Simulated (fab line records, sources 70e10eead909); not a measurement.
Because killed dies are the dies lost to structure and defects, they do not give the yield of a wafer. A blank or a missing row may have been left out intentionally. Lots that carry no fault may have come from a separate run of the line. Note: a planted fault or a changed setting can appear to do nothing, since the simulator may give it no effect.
Which tool is to blame?	flow nand-harc	12 lots with 36 wafers sampled at 5 steps, on a route of 1302 steps

## WHAT THE GAUGES READ, wafer by wafer
NHARC_A_BONDPAD_THK_MEAS_20: measures by xrf.
lot	measured	on	thk-nm (nm)
L372	day 23 23:07	film-metro-02	170.7 169.7 172.0
L371	day 24 01:28	film-metro-01	169.2 166.6 170.9
L374	day 24 01:58	film-metro-02	170.1 169.4 168.3
L373	day 24 05:24	film-metro-02	169.3 173.9 169.0
L375	day 24 12:37	film-metro-02	169.0 168.8 170.6
L377	day 25 23:24	film-metro-02	169.7 170.0 168.5
L379	day 27 02:50	film-metro-01	170.9 171.5 170.7
L380	day 27 05:13	film-metro-02	168.7 170.6 169.1
L383	day 27 21:51	film-metro-02	173.0 170.9 173.2
L389	day 31 03:05	film-metro-01	170.1 169.0 170.1
L390	day 31 07:56	film-metro-02	169.7 171.3 170.1
L393	day 32 13:22	film-metro-02	171.4 169.2 171.2

NHARC_END_SORT_01.
lot	measured	on	defect-limited-yield (%)	killed-at-array	killed-at-other	killed-at-periphery	killed-dies	killed-open	killed-short
L375	day 25 19:37	prober-02	93 94 95	37 37 29	6 1 1	2 2 7	45 40 37	2 2 2	2 3 2
L380	day 28 06:41	prober-01	94 94 93	35 38 42	2 3 4	1 3 1	38 44 47	0 0 2	0 1 1
L390	day 33 07:31	prober-02	89 90 89	68 58 66	1 5 8	3 7 3	72 70 77	3 4 5	2 4 5
L393	day 33 19:40	prober-01	96 96 95	24 27 32	0 1 1	2 1 4	26 29 37	2 3 2	1 3 6

## TOOL THAT RAN EACH LOT (tool first, then ch and the chambers of the sampled wafers, then the start)
lot	NHARC_A_BONDPAD_ETCH_34	NHARC_A_BONDPAD_STRIP_15	NHARC_A_BONDPAD_PVD_27
L372	rie-diel-09 ch 0,1,3, day 23 20:49	rie-diel-09 ch 2,3, day 23 21:07	pvd-sputter-03, day 23 23:07 or earlier
L371	rie-diel-09 ch 2,3, day 23 23:08	rie-diel-09 ch 0,1,3, day 23 23:29	pvd-sputter-01, day 24 01:28 or earlier
L374	rie-diel-05 ch 0,1,3, day 23 23:40	rie-diel-09 ch 0,2,3, day 23 23:58	pvd-sputter-03, day 24 01:58 or earlier
L373	rie-diel-05 ch 1,2,3, day 24 03:06	rie-diel-09 ch 0,3, day 24 03:25	pvd-sputter-01, day 24 05:24 or earlier
L375	rie-diel-09 ch 0,1,2, day 24 10:22	rie-diel-09 ch 1,2,3, day 24 10:41	pvd-sputter-02, day 24 12:37 or earlier
L377	rie-diel-08 ch 2,3, day 25 20:42	rie-diel-09 ch 0,3, day 25 21:00	pvd-sputter-03, day 25 23:24 or earlier
L379	rie-diel-08 ch 1,2,3, day 27 00:36	rie-diel-08 ch 0,3, day 27 00:53	pvd-sputter-03, day 27 02:50 or earlier
L380	rie-diel-09 ch 0,1,3, day 27 02:52	rie-diel-09 ch 0,1,2, day 27 03:12	pvd-sputter-02, day 27 05:13 or earlier
L383	rie-diel-09 ch 1,2, day 27 19:31	rie-diel-09 ch 1,2, day 27 19:51	pvd-sputter-03, day 27 21:51 or earlier
L389	rie-diel-09 ch 0,2, day 31 00:44	rie-diel-08 ch 0,2, day 31 01:05	pvd-sputter-03, day 31 03:05 or earlier
L390	rie-diel-09 ch 0,2,3, day 31 05:39	rie-diel-09 ch 0,3, day 31 05:58	pvd-sputter-03, day 31 07:56 or earlier
L393	rie-diel-09 ch 0,2, day 32 11:04	rie-diel-08 ch 0,3, day 32 11:24	pvd-sputter-03, day 32 13:22 or earlier
- NHARC_A_BONDPAD_ETCH_34: etches the open film in N2/H2, target depth 60 nm, overetch 18 nm, time 65.91 s.
- NHARC_A_BONDPAD_STRIP_15: strips in O2.
- NHARC_A_BONDPAD_PVD_27: deposits Cu, target thk 30 nm, time 20.49 s.

## AS READ BY THE TOOLS THEMSELVES (means over the sampled wafers that have a number; for cases with no such wafer, the mark the record gives instead)
NHARC_A_BONDPAD_ETCH_34.
lot	tool	drypump-motor-current-A (A)	oes-product-au (a.u.)	rf-fwd-power-W (W)	rf-vpp-V (V)	showerhead-plenum-p-Torr (Torr)	throttle-valve-pct (%)
L372	rie-diel-09	5.6	0.998	396.1	430	2.03	14.168
L371	rie-diel-09	5.3	0.990	397.0	433	2.12	14.170
L374	rie-diel-05	5.4	0.990	395.9	431	2.02	14.170
L373	rie-diel-05	5.3	1.002	397.2	431	2.01	14.174
L375	rie-diel-09	5.3	1.005	397.5	427	1.93	14.168
L377	rie-diel-08	6.3	0.996	397.2	431	2.07	14.177
L379	rie-diel-08	5.8	0.999	396.3	431	2.05	14.170
L380	rie-diel-09	5.6	0.990	398.1	430	2.03	14.170
L383	rie-diel-09	5.1	1.004	397.6	427	1.90	14.166
L389	rie-diel-09	5.0	1.008	397.3	428	1.95	14.174
L390	rie-diel-09	5.2	1.010	397.0	430	2.03	14.178
L393	rie-diel-09	5.0	1.005	397.8	428	1.95	14.179

NHARC_A_BONDPAD_STRIP_15.
lot	tool	chamber-pressure-mTorr (mTorr)	drypump-motor-current-A (A)	oes-product-au (a.u.)	rf-vpp-V (V)	showerhead-plenum-p-Torr (Torr)	throttle-valve-pct (%)
L372	rie-diel-09	59.99	5.0	1.011	57.3	3.49	17.037
L371	rie-diel-09	59.99	5.6	0.987	58.0	3.51	17.034
L374	rie-diel-09	59.95	5.2	1.010	57.5	3.52	17.043
L373	rie-diel-09	60.01	5.3	1.004	57.9	3.56	17.036
L375	rie-diel-09	59.97	5.4	0.995	57.6	3.47	17.034
L377	rie-diel-09	59.96	5.3	0.995	58.7	3.56	17.036
L379	rie-diel-08	60.01	5.7	0.988	58.3	3.69	17.038
L380	rie-diel-09	54.76	5.3	1.016	57.6	3.35	17.035
L383	rie-diel-09	54.82	5.1	1.009	58.2	3.31	17.027
L389	rie-diel-08	59.98	6.1	0.988	58.4	3.67	17.033
L390	rie-diel-09	60.02	5.3	0.997	57.8	3.55	17.039
L393	rie-diel-08	59.97	5.7	1.007	58.3	3.69	17.041

NHARC_A_BONDPAD_PVD_27.
lot	tool	throttle-valve-pct (%)
L372	pvd-sputter-03	30.7
L371	pvd-sputter-01	29.2
L374	pvd-sputter-03	30.4
L373	pvd-sputter-01	29.7
L375	pvd-sputter-02	30.1
L377	pvd-sputter-03	30.9
L379	pvd-sputter-03	30.4
L380	pvd-sputter-02	30.1
L383	pvd-sputter-03	30.7
L389	pvd-sputter-03	30.9
L390	pvd-sputter-03	30.7
L393	pvd-sputter-03	31.2

## THE ANSWER, worked out from the rows above alone
Rule: the usual values come from the lots themselves. Put in order of their means at a reading, lots are off if they are a third of the lots or fewer, leave a main group of 4 or more, and stand apart from it by a gap of 3 or more times the standard deviation of the main group's means; of several such gaps the widest counts. Not used: any main group whose means are identical at the precision the tables above print for the reading. A lot without any number at a reading at which 4 lots or more have one is off too. Any other lot the step has rows for is counted as sound. First the gauges in route order, then the tools' own readings, where a lot's mean is used as printed above. At the first step where some lot is off, the reading lying furthest off is the one used; lots without a number count as furthest.
Off: L380, L383, at NHARC_A_BONDPAD_STRIP_15 (chamber-pressure-mTorr). For the main group the mean is 59.98 mTorr and the standard deviation 0.022.
A tool fits if, at that step or a process step before it, it ran every lot that is off, and no sound lot after the first of them. None of those tried fits.

## WHAT THE SIMULATOR HAD PUT IN
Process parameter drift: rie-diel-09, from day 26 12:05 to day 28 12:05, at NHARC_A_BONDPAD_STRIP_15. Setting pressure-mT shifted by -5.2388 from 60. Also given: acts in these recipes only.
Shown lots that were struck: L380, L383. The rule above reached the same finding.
